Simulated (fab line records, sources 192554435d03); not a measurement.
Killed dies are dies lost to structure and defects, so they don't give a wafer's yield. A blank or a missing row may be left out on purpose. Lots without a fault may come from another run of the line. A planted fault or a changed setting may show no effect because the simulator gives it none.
A struck lot beside a sound one | flow n5_finfet | 25 steps out of a route of 1938
Sound: wafers L668.3, L668.4, L668.6. Struck: wafers L677.1, L677.2, L677.6. The cause comes at the end.
At each step with rows: each side's tool, then ch and its chambers, then its first start. Under that, the readings that differ: sound wafers | struck wafers | difference of the means | sigmas: that difference in standard deviations of wafers without a fault.
alike: readings whose means differ by less than 2 such deviations, and words and numbers that are the same on both sides. not compared: withheld readings, readings that some wafer has no value for, bounds like >300 that may hide the same value, and numbers for which the record gives no deviation and whose values overlap.
The two part at a step that has a row with sigmas, a row that says differs or no value, or rows on one side only. Numbers that don't overlap but have no deviation are shown without sigmas and don't part them. A reading that every wafer of one side lacks parts them only if that side has two wafers or more.

first, 10 steps without rows for these wafers: N5_BEOL_M10_DESCUM_33 (chemistry O2, time 7.9 s); N5_BEOL_M10_ETCH_65 (etches SiARC in CF4, target depth 39 nm, time 65 s); N5_BEOL_M10_ETCH_66 (etches SOC in N2/H2, target depth 120 nm, overetch 24 nm, time 180 s); N5_BEOL_M10_STRIP_69 (strips in N2/H2); N5_BEOL_M10_VIA_ETCH_34 (etches SiCOH lowk in C4F6/O2, target depth 184.5 nm, time 69.2 s); N5_BEOL_M10_STRIP_73 (strips in C4F6/O2); N5_BEOL_M10_STRIP_36 (strips in N2/H2); N5_BEOL_M10_TRENCH_ETCH_37 (etches SiCOH lowk in C4F6/O2, target depth 148.83 nm, time 48 s); N5_BEOL_M10_ETCH_41 (etches SiCN in CH3F/O2, target depth 42.6 nm, time 86 s); N5_BEOL_M10_STRIP_77 (strips in N2/H2, time 10 s).
N5_BEOL_M10_HM_STRIP_39: strips TiN in peroxide tin strip, target depth 25 nm, time 158 s.
  sound on wet_bench-04 ch 1,3,5, day 10 20:20; struck on wet_bench-05 ch 0,4,5, day 13 14:41
  no value came back on the struck wafers for bath_guard_temp_C (C), bath_heat_duty_pct (%); on the sound wafers bath_guard_temp_C (C) reads 49.9 49.9 50.0
  reading                                     | sound | struck         | difference | sigmas
  model.TiN_of_BEOL_M10_HM_DEP_02.thk_nm (nm) | 0 0 0 | 15.4 15.4 15.6 | +15.5      |
then, 1 step without rows for these wafers: N5_BEOL_M10_SRD_40 (time 30 s).
N5_BEOL_M10_PRECLEAN_42: cleans in residue remover, time 60 s.
  sound on wet_bench-04 ch 1,3,5, day 10 20:25; struck on wet_bench-05 ch 0,4,5, day 13 14:45
  reading                                     | sound | struck      | difference | sigmas
  model.TiN_of_BEOL_M10_HM_DEP_02.thk_nm (nm) | 0 0 0 | 4.4 4.4 4.6 | +4.5       |
then, 10 steps without rows for these wafers: N5_BEOL_M10_SRD_43 (time 30 s); N5_BEOL_M10_CURE_72 (cures SiCOH lowk, time 120 s); N5_BEOL_M10_DEGAS_44 (time 60 s); N5_BEOL_M10_PRE_CLEAN_45 (time 30 s); N5_BEOL_M10_ALD_74 (deposits TaN, target thk 2 nm, pulse time 2 s, purge time 3 s); N5_BEOL_M10_SURFACE_TREAT_76; N5_BEOL_M10_CVD_75 (deposits Co from CCTBA/H2, target thk 2 nm, time 138.9 s); N5_BEOL_M10_SPUTTER_48 (material Cu, target thk 12 nm, time 2 s); N5_BEOL_M10_ECD_50 (material Cu, target thk 318 nm); N5_BEOL_M10_ANNEAL_51 (time 90 s).
N5_BEOL_M10_CMP_52: polishes, stops on SiCOH lowk, t overpolish 7 s, target thk 140 nm.
  sound on cmp-03 ch 0,3, day 10 22:57; struck on cmp-01 ch 2,3, day 13 18:14
  reading                      | sound          | struck         | difference | sigmas
  barrier_field_endpoint_s (s) | 28.2 29.0 29.0 | 34.8 34.1 34.5 | +5.7       | +8
  alike: motor_current_A, retaining_ring_pressure_frac
-- the record jumps here: 2 days lie between the struck wafers' starts before and after (it left off in module BEOL_M10 and takes up again in module PASSIVATION, whose first step shown is number 1936 of the route) --
N5_PASSIVATION_PROBE_49:
  the record has rows for the struck wafers here (prober-01, day 15 20:08) and none for the sound ones

WHERE THEY PART
First at N5_BEOL_M10_HM_STRIP_39; last, within this record, at N5_PASSIVATION_PROBE_49.

WHY: what the simulator had put in
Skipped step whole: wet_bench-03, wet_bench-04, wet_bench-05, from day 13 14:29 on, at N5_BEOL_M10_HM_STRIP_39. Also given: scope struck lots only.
